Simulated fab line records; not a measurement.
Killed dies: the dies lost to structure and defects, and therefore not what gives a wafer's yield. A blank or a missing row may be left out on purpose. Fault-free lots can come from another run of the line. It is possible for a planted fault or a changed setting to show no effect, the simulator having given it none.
Chamber matching :: flow nand harc :: NHARC_A_BLC_ALD_23 on ald metal-04 has 4 sister chambers
The step deposits TiN, target thk 3 nm, pulse time 1 s, ald cycles 150. 8 wafers are shown with their chamber, then 9 later ones without.

WAFERS, EACH WITH ITS CHAMBER
wafer: L081.1
chamber: 2
heater power w (W): 889
precursor pulse height rel: 1.011

wafer: L082.6
chamber: 3
heater power w (W): 1065
precursor pulse height rel: 1.019

wafer: L086.3
chamber: 0
heater power w (W): 1161
precursor pulse height rel: 1.022

wafer: L086.4
chamber: 1
heater power w (W): 887
precursor pulse height rel: 1.013

wafer: L086.6
chamber: 1
heater power w (W): 870
precursor pulse height rel: 0.990

wafer: L089.2
chamber: 0
heater power w (W): 1154
precursor pulse height rel: 1.027

wafer: L089.3
chamber: 2
heater power w (W): 885
precursor pulse height rel: 1.011

wafer: L089.5
chamber: 3
heater power w (W): 1065
precursor pulse height rel: 0.972

WAFERS WITHOUT THEIR CHAMBER
wafer: L091.2
heater power w (W): 852
precursor pulse height rel: 1.001

wafer: L091.3
heater power w (W): 895
precursor pulse height rel: 0.995

wafer: L091.5
heater power w (W): 847
precursor pulse height rel: 0.991

wafer: L094.1
heater power w (W): 1078
precursor pulse height rel: 1.031

wafer: L094.3
heater power w (W): 833
precursor pulse height rel: 1.039

wafer: L094.4
heater power w (W): 883
precursor pulse height rel: 1.031

wafer: L096.2
heater power w (W): 1024
precursor pulse height rel: 0.979

wafer: L096.5
heater power w (W): 1045
precursor pulse height rel: 0.988

wafer: L096.6
heater power w (W): 1096
precursor pulse height rel: 1.016

WHICH CHAMBER EACH ONE RAN IN
wafer: L091.2
from the rows above: can't be placed: 1 or 2
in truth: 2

wafer: L091.3
from the rows above: can't be placed: 2 or 1
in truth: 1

wafer: L091.5
from the rows above: can't be placed: 1 or 2
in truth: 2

wafer: L094.1
from the rows above: 3
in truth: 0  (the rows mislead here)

wafer: L094.3
from the rows above: can't be placed: 1 or 2
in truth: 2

wafer: L094.4
from the rows above: can't be placed: 2 or 1
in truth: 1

wafer: L096.2
from the rows above: 3
in truth: 3

wafer: L096.5
from the rows above: 3
in truth: 3

wafer: L096.6
from the rows above: 3
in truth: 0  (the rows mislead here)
2 of 9 placed correctly. Not placeable from these rows: 5 (in 5, the candidates include the true chamber). 2 placed wrongly.
How it was worked out, from the rows above alone: a wafer's distance from a chamber is the root of the sum, over the readings, of the square of ((its reading less the chamber's mean) divided by the reading's scatter). If the next closest chamber is less than 2 further off than the closest, the wafer can't be placed; otherwise it belongs to the closest. For every chamber, the mean is computed from those of its wafers that are shown. How the scatter is found: for the shown wafers, subtract from each reading the mean of its chamber, square and add these, divide the total by (wafers less chambers), then take the root.
